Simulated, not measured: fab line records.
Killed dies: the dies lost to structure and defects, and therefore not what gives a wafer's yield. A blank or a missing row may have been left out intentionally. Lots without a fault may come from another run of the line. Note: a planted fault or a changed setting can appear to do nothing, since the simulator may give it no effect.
Matching of chambers || flow nand-harc || NHARC_A_WL_FILL_STRIP_29 on rie-diel-04 has 4 sister chambers
The step strips in O2, time 20 s. 4 wafers are shown with their chamber, then 7 later ones without.

## WAFERS PAIRED WITH THEIR CHAMBERS
{"wafer": "L076.2", "chamber": 1, "drypump-motor-current-A (A)": 5.3}
{"wafer": "L089.1", "chamber": 3, "drypump-motor-current-A (A)": 5.4}
{"wafer": "L092.1", "chamber": 2, "drypump-motor-current-A (A)": 5.8}
{"wafer": "L092.4", "chamber": 0, "drypump-motor-current-A (A)": 6.2}

## WAFERS WITH NO CHAMBER GIVEN
{"wafer": "L092.6", "drypump-motor-current-A (A)": 5.2}
{"wafer": "L093.2", "drypump-motor-current-A (A)": 5.8}
{"wafer": "L093.4", "drypump-motor-current-A (A)": 6.2}
{"wafer": "L093.6", "drypump-motor-current-A (A)": 5.4}
{"wafer": "L094.3", "drypump-motor-current-A (A)": 5.8}
{"wafer": "L094.4", "drypump-motor-current-A (A)": 5.4}
{"wafer": "L094.5", "drypump-motor-current-A (A)": 6.2}

## EACH ONE'S CHAMBER
{"wafer": "L092.6", "from the rows above": 1, "in truth": 1}
{"wafer": "L093.2", "from the rows above": 2, "in truth": 2}
{"wafer": "L093.4", "from the rows above": 0, "in truth": 0}
{"wafer": "L093.6", "from the rows above": 3, "in truth": 3}
{"wafer": "L094.3", "from the rows above": 2, "in truth": 2}
{"wafer": "L094.4", "from the rows above": 3, "in truth": 3}
{"wafer": "L094.5", "from the rows above": 0, "in truth": 0}
Correct placement for 7 of the 7. Not placeable from these rows: 0. 0 placed wrongly.
How it was worked out, from the rows above alone: a wafer's distance from a chamber is the root of the sum, over the readings, of the square of ((its reading less the chamber's mean) divided by the reading's scatter). If the next closest chamber is less than 2 further off than the closest, the wafer can't be placed; otherwise it belongs to the closest. For every chamber, the mean is computed from those of its wafers that are shown. The scatter (one wafer shown for each chamber): square how far every hidden wafer sits from the nearest shown wafer, average those squares and take the square root.
